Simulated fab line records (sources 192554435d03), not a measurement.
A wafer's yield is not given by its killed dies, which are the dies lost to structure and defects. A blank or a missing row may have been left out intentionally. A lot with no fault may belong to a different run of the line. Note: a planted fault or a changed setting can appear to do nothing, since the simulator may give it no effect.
One fault through the eyes of 2 desks + flow n5_finfet + what lay behind the numbers comes last; until then each desk has only its own

## DESK OF THE TOOL OWNER: ald_metal-04
The tool's own readings at N5_HKMG_FIN_PWFM_ALD_03 (deposits TiN, target thk 2 nm, pulse time 1 s, purge time 3 s): means of the sampled wafers that have a number, for each lot that ran on this tool. The brackets show how far a lot's mean lies from the usual mean; more than 4 standard deviations puts the lot out of limits, marked OUT.
Columns: A = chamber_pressure_Torr at N5_HKMG_FIN_PWFM_ALD_03, usual 3.000 Torr; B = heater_power_w at N5_HKMG_FIN_PWFM_ALD_03, usual 860 W; C = precursor_pulse_height_rel at N5_HKMG_FIN_PWFM_ALD_03, usual 0.997
| lot  | first seen here | A     | B   | C     |
|------|-----------------|-------|-----|-------|
| L999 | day 4 13:07     | 2.991 | 898 | 0.975 |
| L108 | day 7 02:22     | 3.006 | 786 | 0.998 |
| L109 | day 7 11:51     | 3.005 | 783 | 0.994 |
| L110 | day 8 04:59     | 3.001 | 853 | 1.006 |
Finding of this desk: none of the 4 lots has anything out of limits.

## METROLOGY DESK
Means of the sampled wafers that have a number, per lot and without regard to the tool the lot ran on: this is what the gauges read. The brackets show how far a lot's mean lies from the usual mean; more than 4 standard deviations puts the lot out of limits, marked OUT. It has 11 readings; the 7 that lie furthest out on some lot are the ones shown.
Columns: A = DIBL_N at N5_BEOL_M4_RC_MEAS_101, usual 36.5 mV/V; B = DIBL_P at N5_BEOL_M4_RC_MEAS_101, usual 36.6 mV/V; C = IOFF_N at N5_BEOL_M4_RC_MEAS_101, usual 0.167 nA/um; D = IOFF_P at N5_BEOL_M4_RC_MEAS_101, usual 0.21 nA/um; E = ION_P at N5_BEOL_M4_RC_MEAS_101, usual 460 uA/um; F = VT_N at N5_BEOL_M4_RC_MEAS_101, usual 249 mV; G = VT_P at N5_BEOL_M4_RC_MEAS_101, usual -250 mV
| lot  | first seen here | A    | B    | C     | D    | E   | F   | G    |
|------|-----------------|------|------|-------|------|-----|-----|------|
| L998 | day 4 06:32     | 36.5 | 37.5 | 0.178 | 0.20 | 454 | 247 | -253 |
| L999 | day 4 13:05     | 37.3 | 37.4 | 0.198 | 0.23 | 461 | 245 | -249 |
| L108 | day 7 02:06     | 37.0 | 37.8 | 0.170 | 0.24 | 470 | 247 | -248 |
| L109 | day 7 11:49     | 36.8 | 36.9 | 0.175 | 0.17 | 449 | 245 | -254 |
| L110 | day 8 04:58     | 34.9 | 34.2 | 0.149 | 0.19 | 460 | 250 | -252 |
| L112 | day 8 07:11     | 38.3 | 38.9 | 0.201 | 0.23 | 460 | 248 | -249 |
| L115 | day 8 15:41     | 37.7 | 38.0 | 0.177 | 0.22 | 460 | 250 | -250 |
Finding of this desk: none of the 7 lots has anything out of limits.

## BROUGHT TOGETHER
The tool owner's desk saw nothing out of limits.
From the metrology desk's view, nothing was out of limits.

## WHAT HAD BEEN PUT IN BY THE SIMULATOR
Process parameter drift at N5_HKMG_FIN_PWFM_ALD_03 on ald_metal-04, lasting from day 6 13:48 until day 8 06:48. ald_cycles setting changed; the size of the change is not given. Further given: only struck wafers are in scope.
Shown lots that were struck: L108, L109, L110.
